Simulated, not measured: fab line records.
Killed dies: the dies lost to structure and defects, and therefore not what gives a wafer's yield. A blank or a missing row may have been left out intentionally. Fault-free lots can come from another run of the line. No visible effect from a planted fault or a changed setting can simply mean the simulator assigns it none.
Split-lot experiment | flow n5Finfet | route with 1938 steps; 7 lots, 21 wafers read

SPLIT DETAILS
At N5_BEOL_M2_COAT_73 (time 60 s, resist thk 5 nm), the setting spinRpm was moved away from the recipe's 1500 rpm on 6 of the 21 wafers read, by -6.3% to -3.9%. For the rest of the wafers, this setting stayed at what the recipe calls for.

FROM THE SPLIT ON TO THE READING: in between, the file shows 1 step
- N5_BEOL_M2_DESCUM_16: chemistry O2, time 7 s (also split here: timeS)

THE READING
etch.depthNm (the simulator's own value, which no gauge read), in nm, at N5_BEOL_M2_ETCH_74 (etches underlayer in N2/H2, target depth 6.5 nm, time 5.2 s). The file gives no usual value for it. Here, 15 wafers ran the recipe; their average is 5.000 nm with a standard deviation of 0.011 nm.

wafer  | tool, chamber at the split | spinRpm as run, rpm | against the recipe | etch.depthNm, nm | against lot-mates on the recipe
L078.1 | lithoTrack-01, 0           | 1500                | recipe             | 5.012            | -
L078.4 | lithoTrack-01, 0           | 1500                | recipe             | 5.001            | -
L078.6 | lithoTrack-01, 0           | 1500                | recipe             | 5.017            | -
L083.1 | lithoTrack-05, 0           | 1500                | recipe             | 5.002            | -
L083.2 | lithoTrack-05, 0           | 1500                | recipe             | 5.002            | -
L083.4 | lithoTrack-05, 0           | 1500                | recipe             | 5.011            | -
L089.3 | lithoTrack-05, 0           | 1428                | -4.8%              | 5.119            | +0.128
L089.4 | lithoTrack-05, 0           | 1500                | recipe             | 4.988            | -
L089.6 | lithoTrack-05, 0           | 1500                | recipe             | 4.994            | -
L090.1 | lithoTrack-01, 0           | 1405                | -6.3%              | 5.169            | +0.149
L090.2 | lithoTrack-01, 0           | 1405                | -6.3%              | 5.152            | +0.132
L090.5 | lithoTrack-01, 0           | 1500                | recipe             | 5.02             | -
L092.2 | lithoTrack-01, 0           | 1500                | recipe             | 4.994            | -
L092.5 | lithoTrack-01, 0           | 1500                | recipe             | 4.988            | -
L092.6 | lithoTrack-01, 0           | 1500                | recipe             | 4.985            | -
L096.3 | lithoTrack-05, 0           | 1500                | recipe             | 4.99             | -
L096.4 | lithoTrack-05, 0           | 1441                | -3.9%              | 5.11             | +0.110
L096.6 | lithoTrack-05, 0           | 1500                | recipe             | 5.01             | -
L097.2 | lithoTrack-05, 0           | 1440                | -4.0%              | 5.094            | +0.103
L097.3 | lithoTrack-05, 0           | 1440                | -4.0%              | 5.102            | +0.111
L097.4 | lithoTrack-05, 0           | 1500                | recipe             | 4.991            | -

FIT RESULTS
A straight line over all 21 wafers: etch.depthNm changes by -0.0253 nm for each +1% of spinRpm; r = -0.99; the points scatter about the line by 0.011 nm.
The same after taking each lot's own level away (the mean of its wafers on the recipe; 21 wafers): -0.0242 nm for each +1%; r = -0.99; scatter 0.0089 nm.
Per that fit: largest spinRpm move, reading shift of 0.15 nm.
Across the lots, their own levels run from 4.9890 to 5.0200 nm, a range of 2.8 times the standard deviation given above.
The two slopes agree, so the slope changes little with the lot-to-lot level.
Check: +0.157 nm against its lot-mates is what the line predicts for one of the wafers moved furthest among these (-6.3%) when that wafer is left out of the fit. Against them it came out at +0.149 nm.

THE OTHER SPLITS THESE WAFERS WENT THROUGH
These wafers also went through other splits before the reading. Each is held against what the fit with the lots' levels taken away leaves over:
other split on the same wafers | wafers away from the commonest value | r with etch.depthNm (lot level and that fit taken away)
N5_BEOL_M1_EXPOSE_25 doseMj    | 6                                    | +0.25
N5_BEOL_M1_ALD_98 aldCycles    | 5                                    | -0.23
N5_BEOL_M2_DESCUM_16 timeS     | 10                                   | +0.38

FILE'S OWN FIT
etch.depthNm changes by -0.0249 nm for each +1% of spinRpm, r = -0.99.
